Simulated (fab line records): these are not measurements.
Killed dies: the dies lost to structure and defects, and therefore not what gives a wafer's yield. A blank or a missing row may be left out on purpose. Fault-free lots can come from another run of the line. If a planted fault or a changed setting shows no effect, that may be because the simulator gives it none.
fab line records ; flow n5-finfet
[record] lots = 5; wafers = 15; last-day = 17
route steps=1938 shown FIN_SAQP@108 BEOL_M4@1111 PASSIVATION@1936
lots that met no fault: taken from a fault-free run of the same line
start-h: hours from the record's opening day to when the first of the lot's shown wafers began ; wait-h: hours from the lot's prior step to this one ; " as in the row above ; L1.1+2: a single row standing in for several wafers ; - no value present, or no start provided ; * or withheld: withheld ; < > ~ a bound
route shown NAME@n: NAME is a module with steps in the file, n the number in the route of the first one ; usual: mean and standard deviation over wafers with no fault ; same: alike in all rows ; chamber/n: place in a boat ; sites: each site's reading ; _std_site: the standard deviation of these ; _edge_site: inner sites' mean taken away from outer sites' mean ; radius-mm: for every site, how far away it sits from the centre of the wafer ; mask NAME#n: copy n ; behind: the most recent tool/chamber to have shaped the wafer ; hold: why the lot was held/for how many hours/how that ended ; device: names the non-switching transistor (n, p or np) ; end of line: the tests these same wafers got at the end of their route ; where a step has no rows: the recipe by itself ; killed: not the wafer's yield, but the dies lost to structure and defects at the first sort ; map: the dies of a wafer, with x for killed, . for not killed, _ for no die there
set.NAME: the run value of the setting; set.NAME@STEP: its run value at that earlier step ; model.NAME: the simulator's own value behind a step, which no gauge read
lots seen at some steps along the route; tables by step, rows by wafer
services: the hour from which a tool's chamber was out of use, counted from the record's first day as start-h (under 0 if before that day), plus the number of hours and why
[[steps]]
[step N5_FIN_SAQP_EXPOSE_13]
[recipe] mask-id = FIN_CORE; na = 1.35; source-shape = dipole; sigma-inner = 0.538; sigma-outer = 0.738; polarization = te; target-cd-nm = 35.6; dose-mj = 63.25
[step N5_FIN_SAQP_PEB_14]
[recipe] peb-temp-c = withheld; peb-time-s = 60; resist = CAR-ArF
[step N5_FIN_SAQP_DEVELOP_15]
[recipe] develop-time-s = 30; developer = TMAH; resist = CAR-ArF; dev-temp-c = 23; rinse-liquid = diw; dry = air-spin
[step N5_FIN_SAQP_CD_MEAS_16]
[recipe] target-cd-nm = 35.6; landing-energy-ev = 500; detector = se-inlens
[usual] cd-nm = 35.8/0.38
lot.wafer;tool;chamber;start-h;wait-h;cd-nm
L917.3;cd-sem-03;0;45.47;-;36.1
L917.5;cd-sem-03;0;45.47;-;35.2
L917.6;cd-sem-03;0;45.47;-;35.8
L921.2;cd-sem-03;0;70.00;-;35.7
L921.3;cd-sem-03;0;70.00;-;35.7
L921.6;cd-sem-03;0;70.00;-;36.4
L927.3;cd-sem-01;0;105.91;-;36.1
L927.4;cd-sem-01;0;105.91;-;35.9
L927.6;cd-sem-01;0;105.91;-;36.1
L930.1;cd-sem-02;0;123.42;-;35.4
L930.4;cd-sem-02;0;123.42;-;35.4
L930.6;cd-sem-02;0;123.42;-;35.4
L934.2;cd-sem-01;0;147.66;-;35.4
L934.3;cd-sem-01;0;147.66;-;36.0
L934.4;cd-sem-01;0;147.66;-;36.2
[step N5_FIN_SAQP_OVL_MEAS_17]
[recipe] points-per-wafer = 44
[usual] FIN_CORE_OVL = 0.3/0.83
lot.wafer;tool;chamber;start-h;wait-h;FIN_CORE_OVL[nm]
L917.3;overlay-01;0;45.51;0.0;1.2
L917.5;overlay-01;0;45.51;0.0;1.4
L917.6;overlay-01;0;45.51;0.0;0.3
L921.2;overlay-02;0;70.04;0.0;0.2
L921.3;overlay-02;0;70.04;0.0;0.5
L921.6;overlay-02;0;70.04;0.0;-0.3
L927.3;overlay-01;0;105.94;0.0;0.5
L927.4;overlay-01;0;105.94;0.0;-0.4
L927.6;overlay-01;0;105.94;0.0;0.5
L930.1;overlay-02;0;123.46;0.0;1.1
L930.4;overlay-02;0;123.46;0.0;1.2
L930.6;overlay-02;0;123.46;0.0;0.9
L934.2;overlay-01;0;147.70;0.0;0.0
L934.3;overlay-01;0;147.70;0.0;1.1
L934.4;overlay-01;0;147.70;0.0;0.5
[step N5_FIN_SAQP_INSPECT_18]
[recipe] mode = adi; inspect-instrument = brightfield
[usual] raw-defect-count = 413/100
lot.wafer;tool;chamber;start-h;wait-h;raw-defect-count
L917.3;defect-inspect-02;-;45.53;0.0;570
L917.5;defect-inspect-02;-;45.53;0.0;529
L917.6;defect-inspect-02;-;45.53;0.0;382
L921.2;defect-inspect-02;-;70.06;0.0;377
L921.3;defect-inspect-02;-;70.06;0.0;442
L921.6;defect-inspect-02;-;70.06;0.0;420
L927.3;defect-inspect-02;-;105.96;0.0;454
L927.4;defect-inspect-02;-;105.96;0.0;545
L927.6;defect-inspect-02;-;105.96;0.0;500
L930.1;defect-inspect-02;-;123.48;0.0;464
L930.4;defect-inspect-02;-;123.48;0.0;384
L930.6;defect-inspect-02;-;123.48;0.0;274
L934.2;defect-inspect-01;-;147.72;0.0;380
L934.3;defect-inspect-01;-;147.72;0.0;369
L934.4;defect-inspect-01;-;147.72;0.0;505
[step N5_FIN_SAQP_DESCUM_21]
[recipe] chemistry = O2; time-s = 7.9; source-power-w = 50; bias-power-w = 20; pressure-mtorr = 20; rf-frequency-hz = 2.712e+07; temp-c = 40; resist = CAR-ArF; o2-flow-sccm = 225
[usual] drypump-motor-current-A = 5.6/0.49; oes-product-au = 0.73/0.051; rf-vpp-V = 243.1/1.4; showerhead-plenum-p-Torr = 2.10/0.077; throttle-valve-pct = 20.44/0.22
lot.wafer;tool;chamber;start-h;wait-h;drypump-motor-current-A;oes-product-au;rf-hours-counter-h;rf-vpp-V;showerhead-plenum-p-Torr;throttle-valve-pct
L917.3;rie-diel-01;0;45.61;0.1;6.0;0.73;160;244.1;2.21;20.61
L917.5;rie-diel-01;0;45.61;0.1;6.0;0.72;-;244.8;2.21;20.62
L917.6;rie-diel-01;1;45.61;0.1;5.9;0.76;-;243.6;2.19;20.47
L921.2;rie-diel-05;2;70.09;0.0;6.2;0.73;159;240.1;2.00;20.62
L921.3;rie-diel-05;0;70.09;0.0;5.2;0.72;149;242.6;2.07;19.98
L921.6;rie-diel-05;3;70.09;0.0;4.8;0.75;-;244.3;2.18;20.36
L927.3;rie-diel-01;1;106.00;0.0;5.9;0.74;151;245.4;2.18;20.50
L927.4;rie-diel-01;3;106.00;0.0;5.7;0.66;-;242.1;2.08;20.60
L927.6;rie-diel-01;1;106.00;0.0;5.9;0.73;-;243.7;2.18;20.49
L930.1;rie-diel-05;0;123.52;0.0;5.2;0.70;167;242.6;2.07;20.02
L930.4;rie-diel-05;3;123.52;0.0;4.8;0.73;173;244.0;2.17;20.38
L930.6;rie-diel-05;1;123.52;0.0;5.4;0.72;-;243.2;2.09;20.64
L934.2;rie-diel-05;3;147.76;0.0;4.8;0.72;181;244.9;2.17;20.40
L934.3;rie-diel-05;2;147.76;0.0;6.2;0.72;187;240.9;1.99;20.68
L934.4;rie-diel-05;1;147.76;0.0;5.4;0.72;173;243.8;2.09;20.64
[step N5_FIN_SAQP_ETCH_51]
[recipe] chemistry = CF4; target = SiARC; target-depth-a = 455; mask-material = CAR-ArF; time-s = 75.8; ion-energy-ev = 80; pressure-mtorr = 40; source-w = 545; bias-w = 36; Ar_flow_sccm = 100; cf4-flow-sccm = 100; ends = cleared
[usual] bias-w = 35.99/0.11; cf4-flow-sccm = 100.0/0.34; drypump-motor-current-A = 5.6/0.49; etch-rf-on-time-s = 76.4/2.7; oes-product-au = 0.63/0.048; rf-vpp-V = 184.1/1.3; showerhead-plenum-p-Torr = 2.14/0.064; throttle-valve-pct = 15.60/0.15
lot.wafer;tool;chamber;start-h;wait-h;bias-w;cf4-flow-sccm;drypump-motor-current-A;etch-rf-on-time-s;oes-product-au;rf-hours-counter-h;rf-vpp-V;showerhead-plenum-p-Torr;throttle-valve-pct
L917.3;rie-diel-01;0;45.64;0.0;35.89;99.7;6.0;77.0;0.62;160;186.0;2.21;15.54
L917.5;rie-diel-01;0;45.64;0.0;36.07;99.7;6.0;77.0;0.62;-;185.3;2.21;15.54
L917.6;rie-diel-01;1;45.64;0.0;36.03;100.4;5.9;76.0;0.65;-;185.9;2.22;15.60
L921.2;rie-diel-05;2;70.13;0.0;36.05;100.2;6.2;73.1;0.65;159;184.2;2.07;15.83
L921.3;rie-diel-05;0;70.13;0.0;36.22;99.7;5.2;79.2;0.62;149;183.9;2.14;15.40
L921.6;rie-diel-05;3;70.13;0.0;36.08;99.9;4.8;73.2;0.65;-;184.7;2.23;15.58
L927.3;rie-diel-01;1;106.03;0.0;35.92;100.0;5.8;75.5;0.63;151;185.0;2.21;15.65
L927.4;rie-diel-01;3;106.03;0.0;35.85;100.2;5.7;79.0;0.56;-;183.9;2.11;15.68
L927.6;rie-diel-01;1;106.03;0.0;35.97;99.5;5.9;76.0;0.63;-;185.5;2.21;15.66
L930.1;rie-diel-05;0;123.55;0.0;36.16;100.0;5.2;81.0;0.60;167;186.0;2.13;15.43
L930.4;rie-diel-05;3;123.55;0.0;36.07;99.9;4.8;73.5;0.64;173;185.0;2.22;15.63
L930.6;rie-diel-05;1;123.55;0.0;35.95;100.5;5.4;80.2;0.61;-;184.3;2.11;15.63
L934.2;rie-diel-05;3;147.79;0.0;35.97;99.9;4.8;73.1;0.63;181;185.1;2.22;15.63
L934.3;rie-diel-05;2;147.79;0.0;35.94;100.3;6.2;74.6;0.61;187;182.0;2.06;15.87
L934.4;rie-diel-05;1;147.79;0.0;36.09;100.4;5.4;80.2;0.61;173;185.0;2.11;15.64
[step N5_FIN_SAQP_ETCH_52]
[recipe] chemistry = N2/H2; target = SOC; target-depth-a = 1000; overetch-a = 200; mask-material = SiARC; temp-c = 40; time-s = 150; ion-energy-ev = 200; pressure-mtorr = 30; source-w = 840; bias-w = 150; n2-flow-sccm = 200; h2-flow-sccm = 200; ends = end-point
[usual] bias-w = 150.0/0.45; drypump-motor-current-A = 5.6/0.49; h2-flow-sccm = 199.9/0.62; oes-product-au = 0.66/0.046; rf-vpp-V = 524.0/2.5; showerhead-plenum-p-Torr = 2.54/0.087; throttle-valve-pct = 17.78/0.22
lot.wafer;tool;chamber;start-h;wait-h;bias-w;drypump-motor-current-A;h2-flow-sccm;oes-product-au;rf-hours-counter-h;rf-vpp-V;showerhead-plenum-p-Torr;throttle-valve-pct
L917.3;rie-diel-01;0;45.70;0.0;150.3;6.0;200.3;0.66;160;525.6;2.65;17.87
L917.5;rie-diel-01;0;45.70;0.0;150.0;6.0;199.9;0.66;-;526.8;2.65;17.86
L917.6;rie-diel-01;1;45.70;0.0;150.2;5.9;200.4;0.68;-;527.6;2.65;17.80
L921.2;rie-diel-05;2;70.18;0.0;150.2;6.3;200.6;0.66;159;521.3;2.45;18.15
L921.3;rie-diel-05;0;70.18;0.0;149.4;5.3;200.2;0.67;149;523.9;2.53;17.42
L921.6;rie-diel-05;3;70.18;0.0;149.9;4.8;198.9;0.67;-;526.2;2.66;17.79
L927.3;rie-diel-01;1;106.09;0.0;150.6;5.9;200.4;0.66;151;526.2;2.64;17.84
L927.4;rie-diel-01;3;106.09;0.0;149.6;5.7;200.0;0.61;-;522.5;2.50;17.83
L927.6;rie-diel-01;1;106.09;0.0;151.0;5.9;199.1;0.66;-;527.3;2.64;17.85
L930.1;rie-diel-05;0;123.61;0.0;149.9;5.2;200.7;0.65;167;524.9;2.52;17.45
L930.4;rie-diel-05;3;123.61;0.0;150.5;4.8;199.2;0.65;173;527.5;2.65;17.83
L930.6;rie-diel-05;1;123.61;0.0;150.1;5.4;200.3;0.67;-;523.7;2.51;17.75
L934.2;rie-diel-05;3;147.85;0.0;150.4;4.8;199.7;0.65;181;525.3;2.65;17.83
L934.3;rie-diel-05;2;147.85;0.0;150.1;6.2;199.8;0.64;187;519.2;2.44;18.21
L934.4;rie-diel-05;1;147.85;0.0;150.5;5.4;200.5;0.66;173;524.6;2.51;17.77
[step N5_FIN_SAQP_STRIP_53]
[recipe] chemistry = N2/H2; temp-c = 40; n2-flow-sccm = 200; h2-flow-sccm = 200; rf-frequency-hz = 6e+07
[step N5_FIN_SAQP_HM_OPEN_73]
[recipe] chemistry = CHF3/O2; target = SiO2; stop-on = a-Si; target-depth-a = 120; over-etch-frac = 1.8; mask-material = SOC; time-s = 16.8; pressure-mtorr = 30; source-w = 650; bias-w = 170; Ar_flow_sccm = 200; CHF3_flow_sccm = 50; O2_flow_sccm = 5; ion-energy-ev = 200; ends = end-point
[usual] bias-w = 170.1/0.5; drypump-motor-current-A = 5.6/0.49; oes_ar_750_au = 0.74/0.056; oes-product-au = 0.44/0.031; rf-vpp-V = 521/13; showerhead-plenum-p-Torr = 2.40/0.074; throttle-valve-pct = 18.79/0.16
lot.wafer;tool;chamber;start-h;wait-h;bias-w;drypump-motor-current-A;oes_ar_750_au;oes-product-au;rf-hours-counter-h;rf-vpp-V;showerhead-plenum-p-Torr;throttle-valve-pct
L917.3;rie-diel-01;0;45.80;0.0;169.6;6.0;0.73;0.44;160;535;2.49;18.74
L917.5;rie-diel-01;0;45.80;0.0;169.9;6.0;0.73;0.44;-;536;2.49;18.76
L917.6;rie-diel-01;1;45.80;0.0;170.6;5.9;0.76;0.46;-;541;2.50;18.79
L921.2;rie-diel-05;2;70.29;0.0;171.2;6.2;0.74;0.44;159;504;2.32;19.06
L921.3;rie-diel-05;0;70.29;0.0;169.4;5.2;0.74;0.44;149;506;2.41;18.54
L921.6;rie-diel-05;3;70.29;0.0;169.5;4.8;0.77;0.45;-;521;2.51;18.75
L927.3;rie-diel-01;1;106.20;0.0;170.1;5.9;0.74;0.44;151;539;2.49;18.81
L927.4;rie-diel-01;3;106.20;0.0;169.8;5.8;0.66;0.41;-;530;2.37;18.82
L927.6;rie-diel-01;1;106.20;0.0;170.3;5.9;0.74;0.44;-;541;2.49;18.80
L930.1;rie-diel-05;0;123.72;0.0;170.6;5.2;0.72;0.44;167;505;2.40;18.56
L930.4;rie-diel-05;3;123.72;0.0;169.8;4.8;0.76;0.44;173;523;2.50;18.79
L930.6;rie-diel-05;1;123.72;0.0;170.2;5.4;0.72;0.45;-;512;2.39;18.92
L934.2;rie-diel-05;3;147.95;0.0;168.9;4.8;0.75;0.44;181;524;2.50;18.79
L934.3;rie-diel-05;2;147.95;0.0;170.6;6.2;0.72;0.43;187;504;2.31;19.08
L934.4;rie-diel-05;1;147.95;0.0;169.4;5.4;0.72;0.44;173;511;2.39;18.95
[step N5_FIN_SAQP_STRIP_74]
[recipe] chemistry = CHF3/O2; resist = SiARC; rf-frequency-hz = 6e+07
[step N5_FIN_SAQP_MANDREL_ETCH_22]
[recipe] target-depth-a = 600; chemistry = HBr/Cl2; target = a-Si; stop-on = SiNx; bt-time-s = 10; over-etch-frac = 0.5; time-s = 30; pressure-mtorr = 10; icp-w = 800; bias-w = 75; HBr_flow_sccm = 150; Cl2_flow_sccm = 80; ends = end-point
[usual] bias-w = 75.00/0.22; drypump-motor-current-A = 5.6/0.6; he-backside-leak-sccm = 2.8/0.36; mfc-cl2-sccm = 80.00/0.22; oes-product-au = 0.765/0.011; throttle-valve-pct = 35.3/0.33
lot.wafer;tool;chamber;start-h;wait-h;bias-w;drypump-motor-current-A;he-backside-leak-sccm;mfc-cl2-sccm;oes-product-au;rf-hours-counter-h;throttle-valve-pct
L917.3;rie-si-03;3;45.89;0.0;74.67;6.0;2.5;80.03;0.751;18;35.4
L917.5;rie-si-03;2;45.89;0.0;74.71;4.9;2.4;79.99;0.764;-;35.4
L917.6;rie-si-03;3;45.89;0.0;74.75;6.0;2.5;79.82;0.760;-;35.4
L921.2;rie-si-03;1;70.38;0.0;74.74;6.0;2.7;80.48;0.751;5;35.4
L921.3;rie-si-03;3;70.38;0.0;74.72;6.0;2.5;68.41;0.750;19;34.4
L921.6;rie-si-03;3;70.38;0.0;75.15;6.0;2.5;68.40;0.752;-;34.4
L927.3;rie-si-05;2;106.28;0.0;75.34;6.3;2.6;80.59;0.773;142;35.3
L927.4;rie-si-05;3;106.28;0.0;74.88;5.7;2.4;80.20;0.781;2;35.3
L927.6;rie-si-05;3;106.28;0.0;74.89;5.7;4.4;79.71;0.763;-;35.3
L930.1;rie-si-04;2;123.80;0.0;75.09;4.7;2.9;80.00;0.775;138;35.9
L930.4;rie-si-04;0;123.80;0.0;74.95;6.3;3.1;79.99;0.781;189;35.2
L930.6;rie-si-04;3;123.80;0.0;75.14;4.7;2.9;80.16;0.778;-;34.6
L934.2;rie-si-05;1;148.04;0.0;74.67;4.9;2.5;79.90;0.753;4;35.6
L934.3;rie-si-05;0;148.04;0.0;75.09;5.5;3.5;80.07;0.773;94;35.3
L934.4;rie-si-05;2;148.04;0.0;74.84;6.4;2.6;80.25;0.781;143;35.3
[step N5_FIN_SAQP_STRIP_55]
[recipe] chemistry = N2/H2; power-w = 500; temp-c = 40; pressure-mtorr = 50; rf-frequency-hz = 6e+07; overash-fraction = 0.3; bias-power-w = 28; h2-frac = 0.5; n2-flow-sccm = 300; h2-flow-sccm = 300
[usual] drypump-motor-current-A = 5.6/0.5; h2-flow-sccm = 300.0/0.94; oes-product-au = 0.74/0.064; rf-vpp-V = 121.6/1.5; showerhead-plenum-p-Torr = 3.33/0.11; throttle-valve-pct = 18.8/0.35
lot.wafer;tool;chamber;start-h;wait-h;drypump-motor-current-A;h2-flow-sccm;oes-product-au;rf-hours-counter-h;rf-vpp-V;showerhead-plenum-p-Torr;throttle-valve-pct
L917.3;rie-diel-05;3;45.99;0.1;4.8;297.5;0.75;144;123.8;3.51;18.7
L917.5;rie-diel-05;0;45.99;0.1;5.2;299.4;0.73;-;123.5;3.35;18.2
L917.6;rie-diel-05;1;45.99;0.1;5.4;300.5;0.75;-;120.3;3.33;18.5
L921.2;rie-diel-01;1;70.51;0.1;5.9;300.3;0.76;137;123.6;3.49;19.0
L921.3;rie-diel-01;2;70.51;0.1;5.6;299.8;0.71;236;121.1;3.18;18.4
L921.6;rie-diel-01;1;70.51;0.1;5.9;299.9;0.76;-;120.9;3.49;19.0
L927.3;rie-diel-01;2;106.38;0.1;5.5;301.1;0.71;245;122.4;3.17;18.4
L927.4;rie-diel-01;1;106.38;0.1;5.9;298.8;0.74;-;122.8;3.48;19.0
L927.6;rie-diel-01;2;106.38;0.1;5.5;300.6;0.70;-;120.6;3.17;18.4
L930.1;rie-diel-05;2;123.90;0.1;6.3;301.1;0.72;180;122.1;3.23;19.2
L930.4;rie-diel-05;0;123.90;0.1;5.2;300.0;0.70;167;121.8;3.34;18.3
L930.6;rie-diel-05;2;123.90;0.1;6.2;299.9;0.72;-;121.7;3.23;19.2
L934.2;rie-diel-03;2;148.14;0.1;4.7;297.8;0.69;238;118.7;3.32;19.1
L934.3;rie-diel-03;3;148.14;0.1;6.4;299.7;0.76;119;119.9;3.24;19.3
L934.4;rie-diel-03;1;148.14;0.1;5.4;299.1;0.87;16;121.1;3.27;18.1
[step N5_BEOL_M4_RC_MEAS_101]
[usual] DIBL_N = 37.0/2.3; DIBL_P = 37.3/2.8; IOFF_N = 0.17/0.046; IOFF_P = 0.23/0.054; ION_N = 675/14; ION_P = 460/9.3; SS_N = 71.7/0.73; SS_P = 73.6/0.95; VT_N = 249/3.9; VT_P = -250/3.9
lot.wafer;tool;chamber;start-h;wait-h;DIBL_N[mV/V];DIBL_P[mV/V];IOFF_N[nA/um];IOFF_P[nA/um];ION_N[uA/um];ION_P[uA/um];SS_N[mV/dec];SS_P[mV/dec];VT_N[mV];VT_P[mV]
L917.3;prober-01;0;194.21;0.3;33.4;34.9;0.12;0.19;671;471;70.7;72.2;251;-251
L917.5;prober-01;0;194.21;0.3;36.8;38.8;0.16;0.25;681;471;71.7;73.7;254;-249
L917.6;prober-01;0;194.21;0.3;38.5;39.1;0.18;0.26;674;462;71.8;73.7;248;-249
L921.2;prober-01;0;222.07;0.2;38.3;39.4;0.18;0.25;682;467;71.4;74.4;250;-247
L921.3;prober-01;0;222.07;0.2;34.8;35.4;0.12;0.18;660;459;71.0;72.6;251;-253
L921.6;prober-01;0;222.07;0.2;34.6;34.6;0.11;0.17;643;453;70.5;72.4;258;-253
L927.3;prober-01;0;281.14;0.3;38.5;37.5;0.20;0.25;667;458;72.4;74.2;248;-251
L927.4;prober-01;0;281.14;0.3;36.1;36.0;0.15;0.22;680;468;71.8;72.6;248;-246
L927.6;prober-01;0;281.14;0.3;39.4;38.4;0.20;0.25;664;449;73.3;74.2;250;-249
L930.1;prober-02;0;286.19;0.0;34.0;33.0;0.11;0.15;656;446;70.9;72.6;256;-254
L930.4;prober-02;0;286.19;0.0;37.0;35.2;0.14;0.18;670;451;71.3;73.5;254;-254
L930.6;prober-02;0;286.19;0.0;34.7;32.4;0.11;0.15;649;447;71.2;72.7;256;-255
L934.2;prober-01;0;308.62;0.2;39.6;37.7;0.20;0.23;664;454;72.1;73.7;244;-255
L934.3;prober-01;0;308.62;0.2;37.4;36.2;0.14;0.21;645;443;72.1;73.6;253;-253
L934.4;prober-01;0;308.62;0.2;37.9;36.0;0.15;0.19;664;451;71.7;73.2;255;-253
[step N5_PASSIVATION_PROBE_49]
[usual] defect-limited-yield = 91.5/1.3; killed_at_M0_to_M3 = 36/10; killed_at_M4_up = 13/4.7; killed-at-contacts = 13/6.7; killed-at-front-end = 37/9.7; killed-at-other = 2.6/2.3; killed-dies = 101/15; killed-open = 67/12; killed-short = 32/6.7; sort_bin_5_function = 5.0/0.89; sort_bin_6_memory = 3.2/0.63; sort-n-pass = 1079/16; sort-yield-pct = 91.4/1.4
[same] gross-dies = 1180; killed-at-back-side = 0; sort_bin_4_leakage[%] = 0; sort_bin_8_speed[%] = 0
lot.wafer;tool;chamber;start-h;wait-h;defect-limited-yield[%];killed_at_M0_to_M3;killed_at_M4_up;killed-at-contacts;killed-at-front-end;killed-at-other;killed-dies;killed-open;killed-short;sort_bin_5_function[%];sort_bin_6_memory[%];sort-n-pass;sort-yield-pct[%]
L921.2;prober-01;-;343.95;0.1;91.3;37;14;21;30;1;103;65;38;4.7;3.5;1077;91.3
L921.3;prober-01;-;344.00;0.1;92.8;38;9;18;19;1;85;58;27;5.6;1.4;1095;92.8
L921.6;prober-01;-;344.15;0.3;93.3;41;13;8;16;1;79;55;24;4.3;2.3;1101;93.3
// killed by level:class
L921.2 MOL_CONTACT_COAG:geometric-particle:open=16 BEOL_M0_SAQP:geometric-particle:short=12 FIN_SAQP:geometric-particle:open=9 BEOL_M0_SAQP:geometric-particle:open=9 FIN_SAQP:geometric-particle:short=8 MOL_CONTACT_COAG:geometric-particle:short=5 BEOL_M3:geometric-particle:open=5 GATE_CUT:geometric-particle:short=4
L921.3 MOL_CONTACT_COAG:geometric-particle:open=16 BEOL_M2:geometric-particle:open=9 STI_FIN_REVEAL:geometric-particle:open=6 BEOL_M0_SAQP:geometric-particle:short=6 BEOL_M0_SAQP:geometric-particle:open=6 BEOL_M3:geometric-particle:open=5 STARTING-WAFER:geometric-particle:short=5 GATE_CUT:geometric-particle:short=4
L921.6 BEOL_M3:geometric-particle:open=10 BEOL_M0_SAQP:geometric-particle:open=9 BEOL_M0_SAQP:geometric-particle:short=7 BEOL_M2:geometric-particle:open=6 MOL_CONTACT_COAG:geometric-particle:open=5 GATE_CUT:geometric-particle:open=4 STARTING-WAFER:geometric-particle:open=4 MOL_CONTACT_COAG:geometric-particle:short=3
[[services]]
tool;chamber;start-h;hours;kind
rie-diel-03;0;22.13;4.5;repair
rie-diel-03;-;37.29;15.6;pm
rie-diel-01;0;55.61;8.9;repair
rie-diel-03;2;62.77;34.7;repair
rie-si-03;0;68.72;12.9;repair
rie-diel-05;-;71.97;0.2;repair
rie-diel-01;2;91.24;11.0;repair
rie-diel-05;1;93.44;4.1;repair
rie-diel-03;1;97.59;-;clean
rie-diel-03;1;97.59;-;consumable-replace:focus-ring
rie-diel-03;1;97.59;16.3;scheduled-down
rie-diel-03;1;97.59;16.3;vent-cycle
rie-diel-01;2;119.57;-;clean
rie-diel-01;2;119.57;-;consumable-replace:focus-ring
rie-diel-01;2;119.57;-;consumable-replace:showerhead
rie-diel-01;2;119.57;18.6;scheduled-down
rie-diel-01;2;119.57;18.6;vent-cycle
rie-diel-03;0;123.05;-;clean
rie-diel-03;0;123.05;-;consumable-replace:focus-ring
rie-diel-03;0;123.05;-;consumable-replace:showerhead
rie-diel-01;3;138.40;-;clean
rie-diel-01;3;138.40;-;consumable-replace:focus-ring
rie-diel-01;3;138.40;15.9;scheduled-down
rie-diel-01;3;138.40;15.9;vent-cycle
[[key]]
[first-sign] step = N5_FIN_SAQP_MANDREL_ETCH_22; reading = mfc-cl2-sccm; direction = down; sigmas = 52; usual = 80.00; struck = 68.41
[effect] step = N5_FIN_SAQP_MANDREL_ETCH_22; reading = throttle-valve-pct; direction = down; sigmas = 2.8; usual = *; struck = *
met-at N5_FIN_SAQP_MANDREL_ETCH_22
struck-wafers L921.3,L921.6
onset-between 45.89 70.38
[fault] kind = process-parameter-drift; tool = rie-si-03; chamber = 3; onset-h = 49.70; steps = N5_FIN_SAQP_MANDREL_ETCH_22; channel = Cl2_flow_sccm; offset = -11.423; shape = step; end-h = 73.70; acts-in = these-recipes-only; stated = 80
